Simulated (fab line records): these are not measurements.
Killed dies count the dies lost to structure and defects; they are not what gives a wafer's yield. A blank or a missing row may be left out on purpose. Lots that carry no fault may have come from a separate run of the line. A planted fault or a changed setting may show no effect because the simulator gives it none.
Chamber matching    flow nand-harc    NHARC_P_GATE_ETCH_114 on rie-diel-12 has 4 sister chambers
The step etches the open film in CF4/O2, target depth 30 nm, overetch 3 nm, time 16.5 s. 16 wafers are shown with their chamber, then 8 later ones without.

EACH WAFER AND ITS CHAMBER
wafer   chamber  drypump-motor-current-A (A)  rf-vpp-V (V)  throttle-valve-pct (%)
L824.1  1        5.77                         196.2         13.404
L824.2  3        5.38                         197.6         13.385
L824.5  0        5.54                         199.4         13.402
L830.2  0        5.53                         199.1         13.405
L830.3  1        5.77                         198.4         13.386
L830.4  2        5.87                         197.6         13.395
L832.2  2        5.85                         196.8         13.400
L832.4  0        5.53                         200.6         13.391
L832.5  1        5.74                         197.9         13.396
L834.2  3        5.41                         197.0         13.381
L834.5  1        5.78                         197.6         13.394
L834.6  2        5.87                         197.2         13.408
L833.1  1        5.82                         197.5         13.402
L833.4  3        5.41                         197.3         13.398
L833.6  0        5.51                         198.8         13.401
L837.3  1        5.75                         198.9         13.392

SIGNATURES (means of the wafers above)
reading                  chamber 0  chamber 1  chamber 2  chamber 3  scatter within a chamber
drypump-motor-current-A  5.5275     5.7717     5.8633     5.4000     0.0209
rf-vpp-V                 199.475    197.750    197.200    197.300    0.743
throttle-valve-pct       13.39975   13.39567   13.40100   13.38800   0.00692
Rule: distance of a wafer from a chamber = root of the sum over the readings of ((wafer's reading minus chamber's mean) / reading's scatter) squared. If the next closest chamber is less than 2 further off than the closest, the wafer can't be placed; otherwise it belongs to the closest. The scatter: take each reading less its chamber's mean, square it, sum over the shown wafers, divide by the number of wafers less the number of chambers, and take the root.

WAFERS WITHOUT THEIR CHAMBER
wafer   drypump-motor-current-A (A)  rf-vpp-V (V)  throttle-valve-pct (%)
L837.4  5.53                         200.6         13.404
L837.6  5.41                         197.4         13.388
L838.2  5.84                         196.3         13.410
L838.4  5.40                         196.6         13.412
L838.5  5.42                         197.1         13.399
L841.1  5.53                         198.9         13.382
L841.2  5.88                         198.0         13.404
L841.6  5.86                         198.2         13.395

EACH ONE'S CHAMBER
wafer   from the rows above  in truth
L837.4  0                    0
L837.6  3                    3
L838.2  2                    2
L838.4  3                    3
L838.5  3                    3
L841.1  0                    0
L841.2  2                    2
L841.6  2                    2
8 of 8 placed correctly. From these rows, 0 cannot be placed. Number placed wrongly: 0.
